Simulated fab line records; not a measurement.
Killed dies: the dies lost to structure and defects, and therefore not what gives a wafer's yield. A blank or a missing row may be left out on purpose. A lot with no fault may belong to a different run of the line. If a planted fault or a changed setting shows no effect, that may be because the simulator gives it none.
Split-lot trial || flow n5 finfet || on a route of 1938 steps: 7 lots, 21 wafers read

== ON THE SPLIT ==
At N5_BEOL_M11_DESCUM_16 (chemistry O2, time 7.9 s), the setting time s was moved away from the recipe's 7.9 s on 4 of the 21 wafers read, by -10.4% to +17.8%. This setting was run at the recipe's value on the other wafers.

Between the split and the reading, the file records no step.

== THE READING ==
CAR-ArF_of_BEOL_M11_COAT_05.thk nm (the simulator's own value, which no gauge read), in nm, at N5_BEOL_M11_ETCH_61 (etches SiARC in CF4, target depth 39 nm, time 65 s). The file gives no usual value for it. Here, 17 wafers ran the recipe; their average is 55.6 nm with a standard deviation of 0.19 nm.

{"wafer": "L074.1", "tool, chamber at the split": "rie diel-03, 3,2,2", "time s as run, s": 7.9, "against the recipe": "recipe", "CAR-ArF_of_BEOL_M11_COAT_05.thk nm, nm": 55.8, "against lot-mates on the recipe": "-"}
{"wafer": "L074.4", "tool, chamber at the split": "rie diel-03, 3,2,2", "time s as run, s": 7.9, "against the recipe": "recipe", "CAR-ArF_of_BEOL_M11_COAT_05.thk nm, nm": 55.8, "against lot-mates on the recipe": "-"}
{"wafer": "L074.6", "tool, chamber at the split": "rie diel-03, 3,2,2", "time s as run, s": 7.9, "against the recipe": "recipe", "CAR-ArF_of_BEOL_M11_COAT_05.thk nm, nm": 55.8, "against lot-mates on the recipe": "-"}
{"wafer": "L078.1", "tool, chamber at the split": "rie diel-02, 2,0", "time s as run, s": 7.9, "against the recipe": "recipe", "CAR-ArF_of_BEOL_M11_COAT_05.thk nm, nm": 55.6, "against lot-mates on the recipe": "-"}
{"wafer": "L078.6", "tool, chamber at the split": "rie diel-02, 0", "time s as run, s": 7.9, "against the recipe": "recipe", "CAR-ArF_of_BEOL_M11_COAT_05.thk nm, nm": 55.6, "against lot-mates on the recipe": "-"}
{"wafer": "L078.2", "tool, chamber at the split": "rie diel-02, 2,0", "time s as run, s": 7.9, "against the recipe": "recipe", "CAR-ArF_of_BEOL_M11_COAT_05.thk nm, nm": 55.8, "against lot-mates on the recipe": "-"}
{"wafer": "L079.1", "tool, chamber at the split": "rie diel-02, 0,2", "time s as run, s": 9.31, "against the recipe": "+17.8%", "CAR-ArF_of_BEOL_M11_COAT_05.thk nm, nm": 54.8, "against lot-mates on the recipe": -1.0}
{"wafer": "L079.6", "tool, chamber at the split": "rie diel-02, 0,2", "time s as run, s": 9.31, "against the recipe": "+17.8%", "CAR-ArF_of_BEOL_M11_COAT_05.thk nm, nm": 54.8, "against lot-mates on the recipe": -1.0}
{"wafer": "L079.2", "tool, chamber at the split": "rie diel-02, 2", "time s as run, s": 7.9, "against the recipe": "recipe", "CAR-ArF_of_BEOL_M11_COAT_05.thk nm, nm": 55.8, "against lot-mates on the recipe": "-"}
{"wafer": "L085.1", "tool, chamber at the split": "rie diel-04, 3,2", "time s as run, s": 7.9, "against the recipe": "recipe", "CAR-ArF_of_BEOL_M11_COAT_05.thk nm, nm": 55.4, "against lot-mates on the recipe": "-"}
{"wafer": "L085.5", "tool, chamber at the split": "rie diel-04, 2", "time s as run, s": 7.9, "against the recipe": "recipe", "CAR-ArF_of_BEOL_M11_COAT_05.thk nm, nm": 55.4, "against lot-mates on the recipe": "-"}
{"wafer": "L085.3", "tool, chamber at the split": "rie diel-04, 3,2", "time s as run, s": 7.9, "against the recipe": "recipe", "CAR-ArF_of_BEOL_M11_COAT_05.thk nm, nm": 55.6, "against lot-mates on the recipe": "-"}
{"wafer": "L094.4", "tool, chamber at the split": "rie diel-02, 0,2", "time s as run, s": 7.9, "against the recipe": "recipe", "CAR-ArF_of_BEOL_M11_COAT_05.thk nm, nm": 55.6, "against lot-mates on the recipe": "-"}
{"wafer": "L094.5", "tool, chamber at the split": "rie diel-02, 1", "time s as run, s": 7.9, "against the recipe": "recipe", "CAR-ArF_of_BEOL_M11_COAT_05.thk nm, nm": 55.6, "against lot-mates on the recipe": "-"}
{"wafer": "L094.6", "tool, chamber at the split": "rie diel-02, 0,2", "time s as run, s": 7.9, "against the recipe": "recipe", "CAR-ArF_of_BEOL_M11_COAT_05.thk nm, nm": 55.6, "against lot-mates on the recipe": "-"}
{"wafer": "L093.1", "tool, chamber at the split": "rie diel-02, 0", "time s as run, s": 7.9, "against the recipe": "recipe", "CAR-ArF_of_BEOL_M11_COAT_05.thk nm, nm": 55.6, "against lot-mates on the recipe": "-"}
{"wafer": "L093.4", "tool, chamber at the split": "rie diel-02, 3", "time s as run, s": 7.9, "against the recipe": "recipe", "CAR-ArF_of_BEOL_M11_COAT_05.thk nm, nm": 55.6, "against lot-mates on the recipe": "-"}
{"wafer": "L093.6", "tool, chamber at the split": "rie diel-02, 0", "time s as run, s": 7.081, "against the recipe": "-10.4%", "CAR-ArF_of_BEOL_M11_COAT_05.thk nm, nm": 56, "against lot-mates on the recipe": "+0.4"}
{"wafer": "L095.1", "tool, chamber at the split": "rie diel-02, 2", "time s as run, s": 7.334, "against the recipe": "-7.2%", "CAR-ArF_of_BEOL_M11_COAT_05.thk nm, nm": 55.6, "against lot-mates on the recipe": "+0.4"}
{"wafer": "L095.2", "tool, chamber at the split": "rie diel-02, 3,1", "time s as run, s": 7.9, "against the recipe": "recipe", "CAR-ArF_of_BEOL_M11_COAT_05.thk nm, nm": 55.2, "against lot-mates on the recipe": "-"}
{"wafer": "L095.6", "tool, chamber at the split": "rie diel-02, 3,1", "time s as run, s": 7.9, "against the recipe": "recipe", "CAR-ArF_of_BEOL_M11_COAT_05.thk nm, nm": 55.2, "against lot-mates on the recipe": "-"}
The file does not say which wafer passed through which chamber wherever a row lists several chambers: such a row stands for several wafers.

FIT RESULTS
A straight line over all 21 wafers: CAR-ArF_of_BEOL_M11_COAT_05.thk nm changes by -0.0404 nm for each +1% of time s; r = -0.81; the points scatter about the line by 0.19 nm.
The same after taking each lot's own level away (the mean of its wafers on the recipe; 21 wafers): -0.0534 nm for each +1%; r = -0.98; scatter 0.065 nm.
On that fit, the largest move of time s shifts the reading by 0.95 nm.
From 55.20 to 55.80 nm: that is the span of the lots' own levels, equal to 3.2 times the standard deviation above.
So the slope is not independent of the lot-to-lot level: the two fits are not the same.
Check: with one of the wafers moved furthest among these (+17.8%) left out of the fit, the line predicts -0.939 nm for it against its lot-mates. Against them it came out at -1 nm.

== THE WHOLE CHAIN: every reading that the file lists as answering this split, in the file's order ==
{"step": "N5_BEOL_M11_DESCUM_16", "what it does": "chemistry O2, time 7.9 s", "reading": "CAR-ArF_of_BEOL_M11_COAT_05.thk nm (the simulator's own value, which no gauge read)", "change (the file's fit)": "-0.0543 nm for each +1% of the setting", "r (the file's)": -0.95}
{"step": "N5_BEOL_M11_ETCH_61", "what it does": "etches SiARC in CF4, target depth 39 nm, time 65 s", "reading": "CAR-ArF_of_BEOL_M11_COAT_05.thk nm (the simulator's own value, which no gauge read)", "change (the file's fit)": "-0.0521 nm for each +1% of the setting", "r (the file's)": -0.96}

== FILE'S OWN FIT ==
CAR-ArF_of_BEOL_M11_COAT_05.thk nm changes by -0.0521 nm for each +1% of time s, r = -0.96.
